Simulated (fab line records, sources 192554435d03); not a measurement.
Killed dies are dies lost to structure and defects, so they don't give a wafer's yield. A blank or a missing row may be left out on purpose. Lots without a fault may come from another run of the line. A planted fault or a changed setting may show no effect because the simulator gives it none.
Split-lot experiment | flow n5_finfet | 7 lots, 21 wafers read, on a route of 1938 steps

THE SPLIT
At N5_BEOL_M6_COAT_60 (time 60 s, resist thk 35 nm), the setting spin_rpm was moved away from the recipe's 1500 rpm on 8 of the 21 wafers read, by -8.9% to +8.5%. The other wafers ran this setting at the recipe's value.

FROM THE SPLIT TO THE READING: what the file shows between them, 4 steps
- N5_BEOL_M6_COAT_05: resist thk 90 nm
- N5_BEOL_M6_EBR_07
- N5_BEOL_M6_DESCUM_16: chemistry O2, time 7.9 s
- N5_BEOL_M6_ETCH_61: etches SiARC in CF4, target depth 45.5 nm, time 75.8 s

THE READING
SiARC_of_BEOL_M6_COAT_60.thk_nm (the simulator's own value, which no gauge read), in nm, at N5_BEOL_M6_ETCH_62 (etches SOC in N2/H2, target depth 110 nm, overetch 22 nm, time 165 s). The file gives no usual value for it. The 13 wafers here that ran the recipe average 28.4 nm, standard deviation 0.12 nm.

wafer  | tool, chamber at the split | spin_rpm as run, rpm | against the recipe | SiARC_of_BEOL_M6_COAT_60.thk_nm, nm | against lot-mates on the recipe
L075.3 | litho_track-04, 0          | 1628                 | +8.5%              | 26.8                                | -1.5
L075.5 | litho_track-04, 0          | 1500                 | recipe             | 28.4                                | -
L075.6 | litho_track-04, 0          | 1500                 | recipe             | 28.2                                | -
L085.1 | litho_track-03, 0          | 1367                 | -8.9%              | 30                                  | +1.6
L085.6 | litho_track-03, 0          | 1367                 | -8.9%              | 30                                  | +1.6
L085.5 | litho_track-03, 0          | 1500                 | recipe             | 28.4                                | -
L088.2 | litho_track-04, 0          | 1500                 | recipe             | 28.4                                | -
L088.4 | litho_track-04, 0          | 1500                 | recipe             | 28.4                                | -
L088.6 | litho_track-04, 0          | 1500                 | recipe             | 28.4                                | -
L089.1 | litho_track-05, 0          | 1595                 | +6.3%              | 27.4                                | -0.9
L089.4 | litho_track-05, 0          | 1500                 | recipe             | 28.4                                | -
L089.6 | litho_track-05, 0          | 1500                 | recipe             | 28.2                                | -
L093.1 | litho_track-03, 0          | 1620                 | +8.0%              | 27                                  | -1.4
L093.3 | litho_track-03, 0          | 1620                 | +8.0%              | 27                                  | -1.4
L093.6 | litho_track-03, 0          | 1500                 | recipe             | 28.4                                | -
L096.2 | litho_track-04, 0          | 1559                 | +3.9%              | 27.8                                | -0.8
L096.3 | litho_track-04, 0          | 1559                 | +3.9%              | 27.8                                | -0.8
L096.6 | litho_track-04, 0          | 1500                 | recipe             | 28.6                                | -
L095.2 | litho_track-03, 0          | 1500                 | recipe             | 28.6                                | -
L095.5 | litho_track-03, 0          | 1500                 | recipe             | 28.6                                | -
L095.6 | litho_track-03, 0          | 1500                 | recipe             | 28.4                                | -

THE FIT
A straight line over all 21 wafers: SiARC_of_BEOL_M6_COAT_60.thk_nm changes by -0.177 nm for each +1% of spin_rpm; r = -0.99; the points scatter about the line by 0.11 nm.
The same after taking each lot's own level away (the mean of its wafers on the recipe; 21 wafers): -0.176 nm for each +1%; r = -0.99; scatter 0.085 nm.
On that fit, the largest move of spin_rpm shifts the reading by 1.6 nm.
The lots' own levels span 28.30 to 28.60 nm, that is 2.4 times the standard deviation above.
So the lot-to-lot level changes the slope little: the two slopes agree.
Check: with one of the wafers moved furthest among these (-8.9%) left out of the fit, the line predicts +1.56 nm for it against its lot-mates. It came out at +1.6 nm against them.

OTHER SPLITS ON THESE WAFERS
These wafers also went through other splits before the reading. Each is held against what the fit with the lots' levels taken away leaves over:
other split on the same wafers | wafers away from the commonest value | r with SiARC_of_BEOL_M6_COAT_60.thk_nm (lot level and that fit taken away)
N5_BEOL_M5_COAT_74 spin_rpm    | 4                                    | +0.02
N5_BEOL_M6_ILD_DEP_00 time_s   | 6                                    | +0.31

THE WHOLE CHAIN: every reading that the file lists as answering this split, in the file's order
step               | what it does                                                         | reading                                                                            | change (the file's fit)               | r (the file's)
N5_BEOL_M6_COAT_60 | time 60 s, resist thk 35 nm                                          | SiARC_of_BEOL_M6_COAT_60.thk_nm (the simulator's own value, which no gauge read)   | -0.179 nm for each +1% of the setting | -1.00
N5_BEOL_M6_ETCH_61 | etches SiARC in CF4, target depth 45.5 nm, time 75.8 s               | etch_rf_on_time_s                                                                  | withheld for each +1% of the setting  | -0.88
N5_BEOL_M6_ETCH_61 | etches SiARC in CF4, target depth 45.5 nm, time 75.8 s               | etch.depth_nm (the simulator's own value, which no gauge read)                     | -0.178 nm for each +1% of the setting | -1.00
N5_BEOL_M6_ETCH_61 | etches SiARC in CF4, target depth 45.5 nm, time 75.8 s               | CAR-ArF_of_BEOL_M6_COAT_05.thk_nm (the simulator's own value, which no gauge read) | +0.139 nm for each +1% of the setting | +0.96
N5_BEOL_M6_ETCH_62 | etches SOC in N2/H2, target depth 110 nm, overetch 22 nm, time 165 s | SiARC_of_BEOL_M6_COAT_60.thk_nm (the simulator's own value, which no gauge read)   | -0.174 nm for each +1% of the setting | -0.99

THE FILE'S OWN FIT
SiARC_of_BEOL_M6_COAT_60.thk_nm changes by -0.174 nm for each +1% of spin_rpm, r = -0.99.
